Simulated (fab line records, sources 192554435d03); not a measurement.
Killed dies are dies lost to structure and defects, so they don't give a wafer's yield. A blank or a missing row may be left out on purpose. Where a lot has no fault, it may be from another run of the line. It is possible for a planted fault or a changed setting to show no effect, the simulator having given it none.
Matching of chambers :: flow n5Finfet :: N5_BEOL_M4_ETCH_63 on rieDiel-06 has 4 sister chambers
The step etches SiARC in CF4, target depth 15.6 nm, time 26 s. 8 wafers are shown with their chamber, then 9 later ones without.

== WAFERS WITH THEIR CHAMBER ==
wafer: L079.3
chamber: 0
showerheadPlenumPTorr (Torr): 2.19
drypumpMotorCurrentA (A): 5.2

wafer: L080.1
chamber: 1
showerheadPlenumPTorr (Torr): 2.15
drypumpMotorCurrentA (A): 5.5

wafer: L080.4
chamber: 2
showerheadPlenumPTorr (Torr): 2.18
drypumpMotorCurrentA (A): 5.6

wafer: L082.5
chamber: 2
showerheadPlenumPTorr (Torr): 2.18
drypumpMotorCurrentA (A): 5.7

wafer: L082.6
chamber: 1
showerheadPlenumPTorr (Torr): 2.15
drypumpMotorCurrentA (A): 5.6

wafer: L084.3
chamber: 3
showerheadPlenumPTorr (Torr): 2.04
drypumpMotorCurrentA (A): 4.9

wafer: L084.5
chamber: 0
showerheadPlenumPTorr (Torr): 2.18
drypumpMotorCurrentA (A): 5.2

wafer: L084.6
chamber: 3
showerheadPlenumPTorr (Torr): 2.04
drypumpMotorCurrentA (A): 5.0

== WAFERS MISSING THEIR CHAMBER ==
wafer: L086.2
showerheadPlenumPTorr (Torr): 2.04
drypumpMotorCurrentA (A): 5.0

wafer: L086.3
showerheadPlenumPTorr (Torr): 2.14
drypumpMotorCurrentA (A): 5.5

wafer: L086.5
showerheadPlenumPTorr (Torr): 2.18
drypumpMotorCurrentA (A): 5.6

wafer: L094.1
showerheadPlenumPTorr (Torr): 2.14
drypumpMotorCurrentA (A): 5.6

wafer: L094.2
showerheadPlenumPTorr (Torr): 2.03
drypumpMotorCurrentA (A): 4.9

wafer: L094.6
showerheadPlenumPTorr (Torr): 2.14
drypumpMotorCurrentA (A): 5.6

wafer: L095.2
showerheadPlenumPTorr (Torr): 2.17
drypumpMotorCurrentA (A): 5.6

wafer: L095.3
showerheadPlenumPTorr (Torr): 2.14
drypumpMotorCurrentA (A): 5.6

wafer: L095.6
showerheadPlenumPTorr (Torr): 2.17
drypumpMotorCurrentA (A): 5.6

== THE CHAMBER EACH PASSED THROUGH ==
wafer: L086.2
from the rows above: 3
in truth: 3

wafer: L086.3
from the rows above: 1
in truth: 1

wafer: L086.5
from the rows above: 2
in truth: 2

wafer: L094.1
from the rows above: 1
in truth: 1

wafer: L094.2
from the rows above: 3
in truth: 3

wafer: L094.6
from the rows above: 1
in truth: 1

wafer: L095.2
from the rows above: 2
in truth: 2

wafer: L095.3
from the rows above: 1
in truth: 1

wafer: L095.6
from the rows above: 2
in truth: 2
Correctly placed: 9 of 9. From these rows, 0 cannot be placed. Wrongly placed: 0.
How it was worked out, from the rows above alone: a wafer's distance from a chamber is the root of the sum, over the readings, of the square of ((its reading less the chamber's mean) divided by the reading's scatter). If the next closest chamber is less than 2 further off than the closest, the wafer can't be placed; otherwise it belongs to the closest. A chamber's mean is the mean of its shown wafers. The scatter: the root of (the sum of the squares of (reading less its chamber's mean) over the shown wafers, divided by (wafers less chambers)).
